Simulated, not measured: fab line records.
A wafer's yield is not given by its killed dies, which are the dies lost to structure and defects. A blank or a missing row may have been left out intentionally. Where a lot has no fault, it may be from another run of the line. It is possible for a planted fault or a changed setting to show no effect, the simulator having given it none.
fab line records | flow nand_harc
record lots=14 | wafers=42 | last_day=34
route steps=1302 shown P_CONTACT@240 P_M0@261
lots that met no fault: taken from a fault-free run of the same line
start_h: hours from the record's first day to the start of the lot's first wafer shown | wait_h: how many hours have passed since the lot's step before this one | " as in the row above | L1.1+2: several wafers, shown together as one row | - value missing, or start not given | * or withheld: withheld | < > ~ a bound
route shown NAME@n: NAME is a module with steps in the file, n the number in the route of the first one | usual: mean/standard deviation taken from wafers without a fault | same: alike in all rows | chamber/n: place in a boat | sites: per-site readings | _std_site: their standard deviation | _edge_site: inner sites' mean taken away from outer sites' mean | radius_mm: for every site, how far away it sits from the centre of the wafer | mask NAME#n: copy n | behind: the most recent tool/chamber to have shaped the wafer | hold: why the lot went on hold/how many hours it stayed there/how the hold came to an end | device: whichever transistor did not switch (one of n, p or np) | end of line: tests run on the same wafers once the route is complete | a step given without rows: its recipe and nothing more | killed: the dies lost at the first sort to structure and to defects; this is not the yield of the wafer | map: shows each die of a wafer: x if killed, . if not, _ if none is there
set.NAME: the run value of the setting; set.NAME@STEP: its run value at that earlier step | model.NAME: the simulator's own value behind a step, which no gauge read
one table for each step of the route and one row for each wafer, over a sample of lots
services: a tool's chamber out of use, with start hour (start_h, from the record's first day; less than 0 if before it), hours out, and reason
## steps
# step NHARC_P_CONTACT_ETCH_31
# recipe target_depth_a=300 | time_s=85.7 | ion_energy_ev=120 | over_etch_frac=1 | ch3f_flow_sccm=50 | o2_flow_sccm=30 | ar_flow_sccm=200 | rf_w=500 | bias_w=100 | chemistry=CH3F/O2
# usual drypump_motor_current_A=5.9/0.36 | oes_product_au=0.975/0.012 | rf_vpp_V=244.9/1.4 | showerhead_plenum_p_Torr=2.49/0.086 | throttle_valve_pct=20.662/0.0088
lot.wafer | tool        | chamber | start_h | wait_h | drypump_motor_current_A | oes_product_au | rf_hours_counter_h | rf_vpp_V | showerhead_plenum_p_Torr | throttle_valve_pct
L414.4    | rie_diel-11 | 1       | -       | -      | 5.6                     | 0.981          | 1.1                | 245.5    | 2.59                     | 20.677
L414.5    | "           | 0       | "       | "      | 6.5                     | 0.976          | -                  | 247.1    | 2.59                     | 20.665
L414.6    | "           | 1       | "       | "      | 5.6                     | 0.986          | -                  | 246.1    | 2.59                     | 20.658
L416.2    | rie_diel-11 | 2       | -       | -      | 5.8                     | 0.995          | 1.5                | 244.9    | 2.57                     | 20.674
L416.4    | "           | 3       | "       | "      | 6.2                     | 0.983          | 1.7                | 243.8    | 2.37                     | 20.673
L416.5    | "           | 1       | "       | "      | 5.5                     | 0.979          | -                  | 246.6    | 2.59                     | 20.671
L415.2    | rie_diel-12 | 0       | -       | -      | 5.5                     | 0.986          | 1.4                | 245.6    | 2.53                     | 20.666
L415.3    | "           | 3       | "       | "      | 6.0                     | 0.965          | 1.4                | 244.3    | 2.38                     | 20.666
L415.5    | "           | 0       | "       | "      | 5.5                     | 0.979          | -                  | 245.2    | 2.53                     | 20.666
L417.1    | rie_diel-12 | 2       | -       | -      | 5.8                     | 0.977          | 2.6                | 243.7    | 2.43                     | 20.683
L417.2    | "           | 3       | "       | "      | 6.0                     | 0.986          | 2.5                | 244.0    | 2.38                     | 20.655
L417.3    | "           | 0       | "       | "      | 5.5                     | 0.988          | 2.6                | 245.5    | 2.53                     | 20.674
L418.4    | rie_diel-11 | 1       | -       | -      | 5.5                     | 0.981          | 2.6                | 245.9    | 2.59                     | 20.664
L418.3    | "           | 3       | "       | "      | 6.2                     | 0.988          | 2.5                | 244.2    | 2.37                     | 20.657
L418.1    | "           | 0       | "       | "      | 6.4                     | 0.991          | 2.7                | 246.2    | 2.59                     | 20.656
L419.2    | rie_diel-12 | 3       | -       | -      | 6.0                     | 0.992          | 3.8                | 244.4    | 2.38                     | 20.654
L419.1    | "           | 2       | "       | "      | 5.8                     | 0.970          | 3.9                | 243.9    | 2.43                     | 20.648
L419.4    | "           | 2       | "       | "      | 5.8                     | 0.986          | -                  | 244.3    | 2.43                     | 20.659
L420.1    | rie_diel-12 | 1       | -       | -      | 6.1                     | 0.963          | 5.1                | 245.3    | 2.52                     | 20.655
L420.3    | "           | 2       | "       | "      | 5.7                     | 0.961          | 5.1                | 244.6    | 2.43                     | 20.663
L420.5    | "           | 3       | "       | "      | 6.0                     | 0.956          | -                  | 242.9    | 2.38                     | 20.670
L422.3    | rie_diel-07 | 3       | -       | -      | 6.5                     | 0.976          | 1.3                | 244.1    | 2.43                     | 20.652
L422.1    | "           | 1       | "       | "      | 5.8                     | 0.981          | 1.1                | 245.0    | 2.59                     | 20.667
L422.6    | "           | 3       | "       | "      | 6.5                     | 0.971          | -                  | 243.0    | 2.43                     | 20.673
L421.3    | rie_diel-12 | 3       | -       | -      | 6.0                     | 0.981          | 5.8                | 241.8    | 2.38                     | 20.649
L421.1    | "           | 0       | "       | "      | 5.5                     | 0.987          | 4.2                | 244.1    | 2.52                     | 20.654
L421.4    | "           | 1       | "       | "      | 6.1                     | 0.980          | 5.8                | 245.2    | 2.52                     | 20.666
L424.2    | rie_diel-11 | 3       | -       | -      | 6.2                     | 0.982          | 3.8                | 242.5    | 2.37                     | 20.664
L424.5    | "           | 2       | "       | "      | 5.8                     | 0.988          | -                  | 245.9    | 2.57                     | 20.663
L424.6    | "           | 3       | "       | "      | 6.2                     | 0.973          | -                  | 242.2    | 2.37                     | 20.658
L426.3    | rie_diel-11 | 1       | -       | -      | 5.5                     | 0.956          | 5.0                | 246.3    | 2.59                     | 20.666
L426.4    | "           | 2       | "       | "      | 5.8                     | 0.960          | 4.7                | 246.9    | 2.56                     | 20.677
L426.6    | "           | 1       | "       | "      | 5.5                     | 0.967          | -                  | 245.0    | 2.59                     | 20.658
L427.2    | rie_diel-12 | 1       | -       | -      | 6.1                     | 0.957          | 8.0                | 246.0    | 2.52                     | 20.673
L427.6    | "           | 1       | "       | "      | 6.1                     | 0.948          | -                  | 247.1    | 2.52                     | 20.674
L427.5    | "           | 2       | "       | "      | 5.7                     | 0.939          | -                  | 244.6    | 2.43                     | 20.675
L436.3    | rie_diel-11 | 2       | -       | -      | 5.8                     | 0.986          | 2.7                | 245.5    | 2.56                     | 20.657
L436.2    | "           | 0       | "       | "      | 6.4                     | 1.003          | 2.8                | 247.2    | 2.59                     | 20.657
L436.1    | "           | 1       | "       | "      | 5.5                     | 0.986          | 2.5                | 245.5    | 2.58                     | 20.650
L437.4    | rie_diel-12 | 3       | -       | -      | 6.0                     | 0.956          | 3.7                | 243.1    | 2.37                     | 20.653
L437.2    | "           | 2       | "       | "      | 5.8                     | 0.952          | 3.6                | 243.4    | 2.43                     | 20.677
L437.6    | "           | 0       | "       | "      | 5.5                     | 0.959          | -                  | 246.4    | 2.52                     | 20.662
# step NHARC_P_CONTACT_CVD_23
# recipe target_thk_a=2000 | temp_c=300 | pressure_torr=40 | wf6_flow_sccm=40 | h2_flow_sccm=1600 | ar_flow_sccm=1560 | time_s=557 | material=W
# usual heater_power_w=456/34 | throttle_valve_pct=8.0/0.33
lot.wafer | tool     | chamber | start_h | wait_h | heater_power_w | since_wet_clean_h | throttle_valve_pct
L414.4    | cvd_w-02 | 0       | -       | -      | 473            | -                 | 7.8
L414.6    | "        | 0       | "       | "      | 467            | -                 | 7.7
L414.5    | "        | 1       | "       | "      | 451            | -                 | 8.3
L416.2    | cvd_w-02 | 1       | -       | -      | 441            | 35                | 8.1
L416.4    | "        | 0       | "       | "      | 467            | -                 | 7.7
L416.5    | "        | 1       | "       | "      | 429            | -                 | 8.1
L415.2    | cvd_w-01 | 0       | -       | -      | 473            | 119               | 8.4
L415.3    | "        | 0       | "       | "      | 476            | -                 | 8.3
L415.5    | "        | 0       | "       | "      | 474            | -                 | 8.2
L417.1    | cvd_w-01 | 0       | -       | -      | 457            | 129               | 8.4
L417.2    | "        | 1       | "       | "      | 412            | 129               | 7.8
L417.3    | "        | 1       | "       | "      | 414            | -                 | 7.7
L418.1    | cvd_w-01 | 1       | -       | -      | 401            | 142               | 8.2
L418.3    | "        | 0       | "       | "      | 474            | -                 | 8.5
L418.4    | "        | 1       | "       | "      | 409            | -                 | 8.0
L419.1    | cvd_w-02 | 0       | -       | -      | 480            | 67                | 7.4
L419.2    | "        | 0       | "       | "      | 475            | -                 | 7.7
L419.4    | "        | 0       | "       | "      | 476            | -                 | 7.6
L420.1    | cvd_w-01 | 0       | -       | -      | 466            | 160               | 8.4
L420.3    | "        | 0       | "       | "      | 474            | -                 | 8.5
L420.5    | "        | 1       | "       | "      | 408            | -                 | 7.9
L422.1    | cvd_w-02 | 0       | -       | -      | 477            | 95                | 7.8
L422.3    | "        | 0       | "       | "      | 496            | -                 | 7.5
L422.6    | "        | 1       | "       | "      | 453            | -                 | 8.5
L421.1    | cvd_w-02 | 0       | -       | -      | 470            | 95                | 8.0
L421.3    | "        | 1       | "       | "      | 438            | -                 | 8.2
L421.4    | "        | 0       | "       | "      | 465            | -                 | 7.5
L424.2    | cvd_w-01 | 0       | -       | -      | 486            | 20                | 8.0
L424.6    | "        | 0       | "       | "      | 494            | -                 | 8.1
L424.5    | "        | 1       | "       | "      | 417            | -                 | 7.9
L426.3    | cvd_w-02 | 1       | -       | -      | 439            | -                 | 8.6
L426.4    | "        | 0       | "       | "      | 481            | -                 | 7.7
L426.6    | "        | 0       | "       | "      | 486            | -                 | 7.7
L427.2    | cvd_w-02 | 0       | -       | -      | 484            | 150               | 7.6
L427.6    | "        | 1       | "       | "      | 440            | -                 | 8.4
L427.5    | "        | 0       | "       | "      | 475            | -                 | 7.5
L436.2    | cvd_w-02 | 1       | -       | -      | 459            | 64                | 8.7
L436.1    | "        | 0       | "       | "      | 502            | 64                | 7.9
L436.3    | "        | 1       | "       | "      | 459            | -                 | 8.3
L437.2    | cvd_w-02 | 1       | -       | -      | 467            | 71                | 9.0
L437.4    | "        | 1       | "       | "      | 454            | -                 | 8.5
L437.6    | "        | 1       | "       | "      | 464            | -                 | 8.7
# step NHARC_P_M0_PEB_07
# recipe peb_temp_c=100 | peb_time_s=65
# usual heater_power_total_W=156.6/0.42
lot.wafer | tool           | chamber | start_h | wait_h | heater_power_total_W
L414.4    | litho_track-04 | 0       | 121.15  | 0.0    | 156.1
L414.5    | "              | 0       | "       | "      | 156.8
L414.6    | "              | 0       | "       | "      | 156.2
L416.2    | litho_track-06 | 0       | 137.38  | 0.1    | 156.6
L416.4    | "              | 0       | "       | "      | 157.1
L416.5    | "              | 0       | "       | "      | 155.9
L415.2    | litho_track-01 | 0       | 138.01  | 0.1    | 156.7
L415.3    | "              | 0       | "       | "      | 157.1
L415.5    | "              | 0       | "       | "      | 156.8
L417.1    | litho_track-06 | 0       | 147.80  | 0.1    | 157.1
L417.2    | "              | 0       | "       | "      | 157.1
L417.3    | "              | 0       | "       | "      | 156.8
L418.1    | litho_track-06 | 0       | 160.47  | 0.1    | 156.0
L418.3    | "              | 0       | "       | "      | 157.1
L418.4    | "              | 0       | "       | "      | 156.5
L419.1    | litho_track-06 | 0       | 169.89  | 0.1    | 156.1
L419.2    | "              | 0       | "       | "      | 156.2
L419.4    | "              | 0       | "       | "      | 157.1
L420.1    | litho_track-01 | 0       | 178.58  | 0.1    | 156.7
L420.3    | "              | 0       | "       | "      | 156.8
L420.5    | "              | 0       | "       | "      | 156.9
L422.1    | litho_track-06 | 0       | 197.24  | 0.1    | 156.1
L422.3    | "              | 0       | "       | "      | 157.1
L422.6    | "              | 0       | "       | "      | 157.0
L421.1    | litho_track-06 | 0       | 197.65  | 0.1    | 156.3
L421.3    | "              | 0       | "       | "      | 156.6
L421.4    | "              | 0       | "       | "      | 156.5
L424.2    | litho_track-01 | 0       | 220.10  | 0.1    | 157.0
L424.5    | "              | 0       | "       | "      | 157.1
L424.6    | "              | 0       | "       | "      | 156.2
L426.3    | litho_track-06 | 0       | 238.43  | 0.0    | 156.4
L426.4    | "              | 0       | "       | "      | 156.0
L426.6    | "              | 0       | "       | "      | 156.9
L427.2    | litho_track-04 | 0       | 252.10  | 0.1    | 157.1
L427.5    | "              | 0       | "       | "      | 156.6
L427.6    | "              | 0       | "       | "      | 156.4
L436.1    | litho_track-01 | 0       | 348.47  | 0.1    | 156.0
L436.2    | "              | 0       | "       | "      | 222.4
L436.3    | "              | 0       | "       | "      | 157.0
L437.2    | litho_track-01 | 0       | 354.55  | 0.1    | 220.9
L437.4    | "              | 0       | "       | "      | 157.1
L437.6    | "              | 0       | "       | "      | 155.9
# step NHARC_P_M0_CD_MEAS_09
# recipe target_cd_nm=90 | landing_energy_ev=500
# usual cd_nm=89.9/0.48
# same landing_energy_ev=500
lot.wafer | tool      | chamber | start_h | wait_h | cd_nm
L414.4    | cd_sem-02 | 0       | 121.23  | -      | 89.5
L414.5    | "         | 0       | "       | "      | 89.9
L414.6    | "         | 0       | "       | "      | 89.5
L416.2    | cd_sem-02 | 0       | 137.46  | -      | 89.6
L416.4    | "         | 0       | "       | "      | 89.7
L416.5    | "         | 0       | "       | "      | 89.7
L415.2    | cd_sem-02 | 0       | 138.09  | -      | 90.2
L415.3    | "         | 0       | "       | "      | 90.0
L415.5    | "         | 0       | "       | "      | 89.5
L417.1    | cd_sem-01 | 0       | 147.88  | -      | 90.0
L417.2    | "         | 0       | "       | "      | 90.5
L417.3    | "         | 0       | "       | "      | 90.2
L418.1    | cd_sem-02 | 0       | 160.55  | -      | 90.0
L418.3    | "         | 0       | "       | "      | 90.0
L418.4    | "         | 0       | "       | "      | 89.8
L419.1    | cd_sem-01 | 0       | 169.97  | -      | 90.0
L419.2    | "         | 0       | "       | "      | 90.1
L419.4    | "         | 0       | "       | "      | 90.7
L420.1    | cd_sem-03 | 0       | 178.66  | -      | 90.1
L420.3    | "         | 0       | "       | "      | 89.7
L420.5    | "         | 0       | "       | "      | 90.0
L422.1    | cd_sem-01 | 0       | 197.32  | -      | 89.4
L422.3    | "         | 0       | "       | "      | 89.0
L422.6    | "         | 0       | "       | "      | 89.5
L421.1    | cd_sem-03 | 0       | 197.73  | -      | 90.4
L421.3    | "         | 0       | "       | "      | 90.9
L421.4    | "         | 0       | "       | "      | 90.8
L424.2    | cd_sem-03 | 0       | 220.18  | -      | 90.2
L424.5    | "         | 0       | "       | "      | 89.5
L424.6    | "         | 0       | "       | "      | 89.8
L426.3    | cd_sem-03 | 0       | 238.52  | -      | 89.4
L426.4    | "         | 0       | "       | "      | 89.3
L426.6    | "         | 0       | "       | "      | 88.8
L427.2    | cd_sem-02 | 0       | 252.18  | -      | 89.6
L427.5    | "         | 0       | "       | "      | 89.6
L427.6    | "         | 0       | "       | "      | 89.6
L436.1    | cd_sem-03 | 0       | 348.54  | -      | 89.9
L436.2    | "         | 0       | "       | "      | 65.1
L436.3    | "         | 0       | "       | "      | 90.4
L437.2    | cd_sem-03 | 0       | 354.63  | -      | 65.5
L437.4    | "         | 0       | "       | "      | 90.1
L437.6    | "         | 0       | "       | "      | 89.8
# step NHARC_P_M0_CD_MEAS_16
# usual cd_nm=89.9/0.61
lot.wafer | tool      | chamber | start_h | wait_h | cd_nm
L414.4    | cd_sem-03 | -       | 121.72  | -      | 89.5
L414.5    | "         | -       | "       | "      | 88.5
L414.6    | "         | -       | "       | "      | 89.1
L416.2    | cd_sem-03 | -       | 137.94  | -      | 89.7
L416.4    | "         | -       | "       | "      | 88.9
L416.5    | "         | -       | "       | "      | 89.3
L415.2    | cd_sem-02 | -       | 138.57  | -      | 90.8
L415.3    | "         | -       | "       | "      | 90.0
L415.5    | "         | -       | "       | "      | 89.2
L417.1    | cd_sem-01 | -       | 148.36  | -      | 90.4
L417.2    | "         | -       | "       | "      | 90.7
L417.3    | "         | -       | "       | "      | 90.2
L418.1    | cd_sem-02 | -       | 161.03  | -      | 89.8
L418.3    | "         | -       | "       | "      | 89.7
L418.4    | "         | -       | "       | "      | 89.4
L419.1    | cd_sem-03 | -       | 170.50  | -      | 90.4
L419.2    | "         | -       | "       | "      | 90.6
L419.4    | "         | -       | "       | "      | 90.4
L420.1    | cd_sem-01 | -       | 179.28  | 0.2    | 90.3
L420.3    | "         | -       | "       | "      | 90.3
L420.5    | "         | -       | "       | "      | 90.1
L422.1    | cd_sem-01 | -       | 197.81  | -      | 89.2
L422.3    | "         | -       | "       | "      | 88.8
L422.6    | "         | -       | "       | "      | 89.3
L421.1    | cd_sem-01 | -       | 198.27  | -      | 90.0
L421.3    | "         | -       | "       | "      | 91.0
L421.4    | "         | -       | "       | "      | 90.6
L424.2    | cd_sem-02 | -       | 220.93  | -      | 90.0
L424.5    | "         | -       | "       | "      | 90.0
L424.6    | "         | -       | "       | "      | 90.6
L426.3    | cd_sem-01 | -       | 239.00  | -      | 89.2
L426.4    | "         | -       | "       | "      | 89.3
L426.6    | "         | -       | "       | "      | 89.0
L427.2    | cd_sem-02 | -       | 252.67  | -      | 90.0
L427.5    | "         | -       | "       | "      | 90.3
L427.6    | "         | -       | "       | "      | 89.6
L436.1    | cd_sem-03 | -       | 349.03  | -      | 90.2
L436.2    | "         | -       | "       | "      | 65.3
L436.3    | "         | -       | "       | "      | 90.3
L437.2    | cd_sem-03 | -       | 355.12  | -      | 66.0
L437.4    | "         | -       | "       | "      | 90.6
L437.6    | "         | -       | "       | "      | 90.8
# step NHARC_P_M0_DEGAS_28
# recipe temp_c=250 | time_s=60
# usual heater_power_w=329/21
lot.wafer | tool           | chamber | start_h | wait_h | heater_power_w
L414.4    | pvd_sputter-03 | -       | 122.35  | -      | 295
L414.5    | "              | -       | "       | "      | 329
L414.6    | "              | -       | "       | "      | 319
L416.2    | pvd_sputter-03 | -       | 138.57  | -      | 308
L416.4    | "              | -       | "       | "      | 322
L416.5    | "              | -       | "       | "      | 329
L415.3    | pvd_sputter-01 | -       | 139.19  | -      | 318
L415.2    | "              | -       | "       | "      | 318
L415.5    | "              | -       | "       | "      | 317
L417.2    | pvd_sputter-02 | -       | 148.98  | -      | 312
L417.3    | "              | -       | "       | "      | 313
L417.1    | "              | -       | "       | "      | 341
L418.3    | pvd_sputter-02 | -       | 161.65  | -      | 377
L418.4    | "              | -       | "       | "      | 318
L418.1    | "              | -       | "       | "      | 339
L419.4    | pvd_sputter-02 | -       | 171.12  | -      | 315
L419.1    | "              | -       | "       | "      | 343
L419.2    | "              | -       | "       | "      | 374
L420.1    | pvd_sputter-02 | -       | 179.89  | -      | 305
L420.3    | "              | -       | "       | "      | 340
L420.5    | "              | -       | "       | "      | 319
L422.1    | pvd_sputter-02 | -       | 198.49  | -      | 359
L422.3    | "              | -       | "       | "      | 315
L422.6    | "              | -       | "       | "      | 348
L421.3    | pvd_sputter-03 | -       | 199.03  | -      | 292
L421.4    | "              | -       | "       | "      | 306
L421.1    | "              | -       | "       | "      | 332
L424.2    | pvd_sputter-01 | -       | 221.55  | -      | 315
L424.6    | "              | -       | "       | "      | 328
L424.5    | "              | -       | "       | "      | 311
L426.4    | pvd_sputter-02 | -       | 239.63  | -      | 312
L426.3    | "              | -       | "       | "      | 318
L426.6    | "              | -       | "       | "      | 340
L427.2    | pvd_sputter-01 | -       | 253.28  | -      | 318
L427.6    | "              | -       | "       | "      | 331
L427.5    | "              | -       | "       | "      | 332
L436.3    | pvd_sputter-02 | -       | 349.71  | -      | 314
L436.2    | "              | -       | "       | "      | 324
L436.1    | "              | -       | "       | "      | 332
L437.2    | pvd_sputter-02 | -       | 355.74  | -      | 324
L437.4    | "              | -       | "       | "      | 322
L437.6    | "              | -       | "       | "      | 365
## services
tool           | chamber | start_h | hours | kind
pvd_sputter-02 | -       | 102.71  | 2.3   | repair
cvd_w-02       | -       | 123.78  | 1.6   | repair
litho_track-01 | -       | 155.00  | 7.0   | pm
rie_diel-12    | 3       | 155.98  | 4.1   | repair
pvd_sputter-01 | -       | 159.21  | 14.6  | repair
pvd_sputter-03 | -       | 159.56  | 3.2   | repair
rie_diel-11    | -       | 160.03  | 1.8   | repair
rie_diel-12    | 0       | 161.09  | 21.0  | repair
cvd_w-02       | 1       | 165.28  | 5.8   | repair
pvd_sputter-03 | -       | 176.46  | 10.0  | pm
litho_track-06 | -       | 179.00  | 7.0   | pm
cvd_w-01       | -       | 185.00  | 13.0  | pm
rie_diel-12    | 1       | 201.23  | 7.6   | repair
rie_diel-11    | -       | 255.50  | 9.0   | pm
rie_diel-12    | -       | 268.40  | 9.0   | pm
cvd_w-02       | -       | 269.39  | 13.0  | pm
pvd_sputter-02 | -       | 282.96  | 10.0  | pm
cvd_w-02       | 1       | 283.66  | 5.0   | repair
rie_diel-12    | 2       | 301.15  | 3.8   | repair
cvd_w-01       | 0       | 315.73  | 12.6  | repair
litho_track-01 | -       | 330.00  | 7.0   | pm
cvd_w-01       | -       | 337.43  | 32.9  | repair
rie_diel-11    | 1       | 346.91  | 4.9   | repair
litho_track-06 | -       | 354.00  | 7.0   | pm
## key
first_sign step=NHARC_P_M0_PEB_07 | reading=heater_power_total_W | direction=up | sigmas=99+ | usual=* | struck=*
effect step=NHARC_P_M0_CD_MEAS_09 | reading=cd_nm | direction=down | sigmas=51 | usual=89.9 | struck=65.3
effect step=NHARC_P_M0_CD_MEAS_16 | reading=cd_nm | direction=down | sigmas=40 | usual=89.9 | struck=65.7
met_at NHARC_P_M0_PEB_07
struck_lots L436,L437
struck_wafers L436.2,L437.2
later_rows_left_out L436.2,L437.2
sort_left_out L436.2,L437.2
not_acting_at NHARC_P_CONTACT_ETCH_31,NHARC_P_CONTACT_CVD_23,NHARC_P_M0_DEGAS_28
onset_between 220.10 348.47
fault kind=process_parameter_drift | tool=litho_track-01 | chamber=- | onset_h=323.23 | steps=NHARC_P_M0_PEB_07 | channel=peb_time_s | offset=* | shape=step | end_h=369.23 | scope=struck_wafers_only | acts_in=* | stated=*
# sort_left_out: the simulated sort isn't trusted on such a fault, so these wafers' sort isn't shown, and their yield isn't known
# later_rows_left_out: the simulator's readings of these wafers behind a module that went badly wrong aren't trusted and aren't shown, but for the sort
